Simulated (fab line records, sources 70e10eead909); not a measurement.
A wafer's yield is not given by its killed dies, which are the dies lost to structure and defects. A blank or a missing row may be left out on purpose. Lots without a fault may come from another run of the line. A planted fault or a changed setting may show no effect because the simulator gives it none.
Matching of chambers ; flow nand-harc ; 4 sister chambers for NHARC_A_STAIRCASE_ETCH_444 on rie-diel-01
The step etches the open film in C4F8/O2, target depth 20400 nm, time 6800 s. 7 wafers are shown with their chamber, then 9 later ones without.

## EACH WAFER AND ITS CHAMBER
wafer;chamber;rf-vpp-V (V);oes-product-au (a.u.)
L079.6;3;810;0.928
L081.4;3;810;0.931
L083.2;0;804;0.919
L083.6;1;798;0.917
L085.1;1;799;0.942
L085.3;2;813;0.925
L085.6;2;812;0.923

## WAFERS WITH NO CHAMBER GIVEN
wafer;rf-vpp-V (V);oes-product-au (a.u.)
L087.1;803;0.919
L087.2;812;0.925
L087.3;811;0.942
L091.1;809;0.931
L091.5;811;0.936
L091.6;817;0.940
L093.2;815;0.937
L093.3;804;0.924
L093.4;810;0.917

## WHICH CHAMBER EACH ONE RAN IN
wafer;from the rows above;in truth
L087.1;0;0
L087.2;2;2
L087.3;can't be placed: 3 or 2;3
L091.1;3;3
L091.5;can't be placed: 3 or 2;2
L091.6;2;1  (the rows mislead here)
L093.2;2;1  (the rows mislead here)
L093.3;0;0
L093.4;3;3
Correctly placed: 5 of 9. Not placeable from these rows: 2 (in 2, the candidates include the true chamber). 2 placed wrongly.
How it was worked out, from the rows above alone: a wafer's distance from a chamber is the root of the sum, over the readings, of the square of ((its reading less the chamber's mean) divided by the reading's scatter). The wafer belongs to the nearest chamber; if the next one is less than 2 further off, it can't be placed. A chamber's mean is the mean of its shown wafers. How the scatter is found: for the shown wafers, subtract from each reading the mean of its chamber, square and add these, divide the total by (wafers less chambers), then take the root.
